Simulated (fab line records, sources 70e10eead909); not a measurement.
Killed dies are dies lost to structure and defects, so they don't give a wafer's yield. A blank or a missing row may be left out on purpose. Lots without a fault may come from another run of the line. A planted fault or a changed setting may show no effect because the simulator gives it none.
A struck lot beside a sound one | flow nand_harc | 43 steps out of a route of 1302
Sound: wafers L734.1, L734.4, L734.6. Struck: wafers L744.1, L744.4, L744.6. The cause comes at the end.
At each step with rows: each side's tool, then ch and its chambers, then its first start. Under that, the readings that differ: sound wafers | struck wafers | difference of the means | sigmas: that difference in standard deviations of wafers without a fault.
alike: readings whose means differ by less than 2 such deviations, and words and numbers that are the same on both sides. not compared: withheld readings, readings that some wafer has no value for, bounds like >300 that may hide the same value, and numbers for which the record gives no deviation and whose values overlap.
The two part at a step that has a row with sigmas, a row that says differs or no value, or rows on one side only. Numbers that don't overlap but have no deviation are shown without sigmas and don't part them. A reading that every wafer of one side lacks parts them only if that side has two wafers or more.

NHARC_P_ZERO_WELL_CD_MEAS_11: target cd 500 nm.
  sound on cd_sem-01 ch 0, day 2 07:07; struck on cd_sem-03 ch 0, day 6 11:14
  alike: cd_nm
then, 1 step without rows for these wafers: NHARC_P_ZERO_WELL_HARDBAKE_12 (time 65 s).
NHARC_P_ZERO_WELL_DESCUM_13: chemistry O2, time 3 s.
  sound on rie_diel-04 ch 0,2, day 2 07:16; struck on rie_diel-04 ch 0,2, day 6 11:23
  alike: drypump_motor_current_A, oes_product_au, rf_vpp_V, showerhead_plenum_p_Torr, throttle_valve_pct
  not compared: rf_hours_counter_h
NHARC_P_ZERO_WELL_ETCH_65: etches the open film in N2/H2, target depth 80 nm, overetch 24 nm, time 87.88 s.
  sound on rie_diel-04 ch 0,3, day 2 07:22; struck on rie_diel-04 ch 0,2, day 6 11:29
  alike: drypump_motor_current_A, oes_product_au, rf_vpp_V, showerhead_plenum_p_Torr, throttle_valve_pct
  not compared: rf_hours_counter_h
then, 1 step without rows for these wafers: NHARC_P_ZERO_WELL_ETCH_62 (etches the open film in CHF3/Ar, target depth 13 nm, time 6.5 s).
NHARC_P_ZERO_WELL_ETCH_63: etches the open film in HBr/Cl2, target depth 120 nm, time 40.1 s.
  sound on rie_si-04 ch 0,3, day 2 07:32; struck on rie_si-06 ch 1,3, day 6 11:41
  alike: drypump_motor_current_A, oes_product_au, throttle_valve_pct
  not compared: rf_hours_counter_h
then, 6 steps without rows for these wafers: NHARC_P_ZERO_WELL_STRIP_15 (strips in SPM, time 900 s); NHARC_P_ZERO_WELL_DEHYDRATE_16 (time 120 s); NHARC_P_ZERO_WELL_HMDS_17 (time 30 s); NHARC_P_ZERO_WELL_COAT_18; NHARC_P_ZERO_WELL_SOFTBAKE_19 (time 95 s); NHARC_P_ZERO_WELL_EBR_20.
NHARC_P_ZERO_WELL_EXPOSE_21: exposes mask P NWELL, target cd 720 nm.
  sound on krf_scanner-01 ch 0, day 2 08:11; struck on krf_scanner-01 ch 0, day 6 12:27
  reading                             | sound             | struck            | difference | sigmas
  model.P_ZERO_WELL.overlay_x_nm (nm) | 1.057 1.057 1.057 | 247.2 247.2 247.2 | +246.1     |
  alike: mask
then, 2 steps without rows for these wafers: NHARC_P_ZERO_WELL_PEB_22 (peb time 85 s); NHARC_P_ZERO_WELL_DEVELOP_23 (time 70 s).
NHARC_P_ZERO_WELL_CD_MEAS_24: target cd 720 nm.
  sound on cd_sem-01 ch 0, day 2 08:20; struck on cd_sem-03 ch 0, day 6 12:37
  alike: cd_nm
then, 1 step without rows for these wafers: NHARC_P_ZERO_WELL_HARDBAKE_25 (time 80 s).
NHARC_P_ZERO_WELL_DESCUM_26: chemistry O2, time 3 s.
  sound on rie_diel-04 ch 0,2,3, day 2 08:31; struck on rie_diel-13 ch 0,3, day 6 12:46
  alike: drypump_motor_current_A, oes_product_au, rf_vpp_V, showerhead_plenum_p_Torr, throttle_valve_pct
  not compared: rf_hours_counter_h
then, 12 steps without rows for these wafers: NHARC_P_ZERO_WELL_IMPLANT_27; NHARC_P_ZERO_WELL_IMPLANT_57; NHARC_P_ZERO_WELL_IMPLANT_58; NHARC_P_ZERO_WELL_STRIP_28 (strips in SPM, time 840 s); NHARC_P_ZERO_WELL_DEHYDRATE_29 (time 120 s); NHARC_P_ZERO_WELL_HMDS_30 (time 30 s); NHARC_P_ZERO_WELL_COAT_31; NHARC_P_ZERO_WELL_SOFTBAKE_32 (time 95 s); NHARC_P_ZERO_WELL_EBR_33; NHARC_P_ZERO_WELL_EXPOSE_34 (exposes mask P PWELL, target cd 720 nm); NHARC_P_ZERO_WELL_PEB_35 (peb time 85 s); NHARC_P_ZERO_WELL_DEVELOP_36 (time 70 s).
NHARC_P_ZERO_WELL_CD_MEAS_37: target cd 720 nm.
  sound on cd_sem-01 ch 0, day 2 09:51; struck on cd_sem-01 ch 0, day 6 14:16
  alike: cd_nm
then, 1 step without rows for these wafers: NHARC_P_ZERO_WELL_HARDBAKE_38 (time 80 s).
NHARC_P_ZERO_WELL_DESCUM_39: chemistry O2, time 3 s.
  sound on rie_diel-11 ch 1,2, day 2 10:01; struck on rie_diel-04 ch 0,1, day 6 14:25
  alike: drypump_motor_current_A, oes_product_au, rf_vpp_V, showerhead_plenum_p_Torr, throttle_valve_pct
  not compared: rf_hours_counter_h
then, 9 steps without rows for these wafers: NHARC_P_ZERO_WELL_IMPLANT_40; NHARC_P_ZERO_WELL_IMPLANT_59; NHARC_P_ZERO_WELL_IMPLANT_60; NHARC_P_ZERO_WELL_STRIP_41 (strips in SPM, time 840 s); NHARC_P_ZERO_WELL_DEHYDRATE_44 (time 120 s); NHARC_P_ZERO_WELL_HMDS_45 (time 30 s); NHARC_P_ZERO_WELL_COAT_46; NHARC_P_ZERO_WELL_SOFTBAKE_47 (time 95 s); NHARC_P_ZERO_WELL_EBR_48.
-- the record jumps here: 22 days lie between the struck wafers' starts before and after (it left off in module P_ZERO_WELL and takes up again in module END, whose first step shown is number 1302 of the route) --
NHARC_END_SORT_01:
  the record has rows for the struck wafers here (prober-01 ch 0, day 28 21:45) and none for the sound ones

WHERE THEY PART
Only at NHARC_END_SORT_01, within this record.

WHY: what the simulator had put in
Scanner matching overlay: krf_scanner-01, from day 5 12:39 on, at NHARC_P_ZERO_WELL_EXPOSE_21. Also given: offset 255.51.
